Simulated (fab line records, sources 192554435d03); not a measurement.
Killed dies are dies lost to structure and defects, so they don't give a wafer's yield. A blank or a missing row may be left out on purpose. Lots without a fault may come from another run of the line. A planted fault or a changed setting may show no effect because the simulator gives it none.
Chamber matching | flow n5_finfet | N5_BEOL_M0_SAQP_STRIP_86 on rie_diel-05: 4 sister chambers
The step strips in N2/H2. 8 wafers are shown with their chamber, then 7 later ones without.

WAFERS WITH THEIR CHAMBER
wafer  | chamber | showerhead_plenum_p_Torr (Torr) | drypump_motor_current_A (A)
L081.1 | 0       | 3.29                            | 6.4
L085.5 | 2       | 3.54                            | 5.5
L085.6 | 1       | 3.55                            | 5.3
L087.1 | 3       | 3.31                            | 5.3
L087.4 | 2       | 3.54                            | 5.5
L087.5 | 1       | 3.55                            | 5.3
L090.1 | 0       | 3.28                            | 6.4
L090.2 | 3       | 3.31                            | 5.4

WAFERS WITHOUT THEIR CHAMBER
wafer  | showerhead_plenum_p_Torr (Torr) | drypump_motor_current_A (A)
L090.3 | 3.54                            | 5.5
L092.4 | 3.53                            | 5.4
L092.5 | 3.28                            | 6.4
L092.6 | 3.55                            | 5.4
L094.1 | 3.53                            | 5.5
L094.2 | 3.54                            | 5.3
L094.3 | 3.28                            | 6.3

WHICH CHAMBER EACH WENT THROUGH
wafer  | from the rows above     | in truth
L090.3 | 2                       | 2
L092.4 | 2                       | 2
L092.5 | 0                       | 0
L092.6 | can't be placed: 1 or 2 | 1
L094.1 | 2                       | 2
L094.2 | 1                       | 1
L094.3 | 0                       | 0
Placed correctly: 6 of 7. Can't be placed from these rows: 1 (the true chamber is among the candidates in 1). Placed wrongly: 0.
How it was worked out, from the rows above alone: a wafer's distance from a chamber is the root of the sum, over the readings, of the square of ((its reading less the chamber's mean) divided by the reading's scatter). The wafer belongs to the nearest chamber; if the next one is less than 2 further off, it can't be placed. A chamber's mean is the mean of its shown wafers. The scatter: the root of (the sum of the squares of (reading less its chamber's mean) over the shown wafers, divided by (wafers less chambers)).
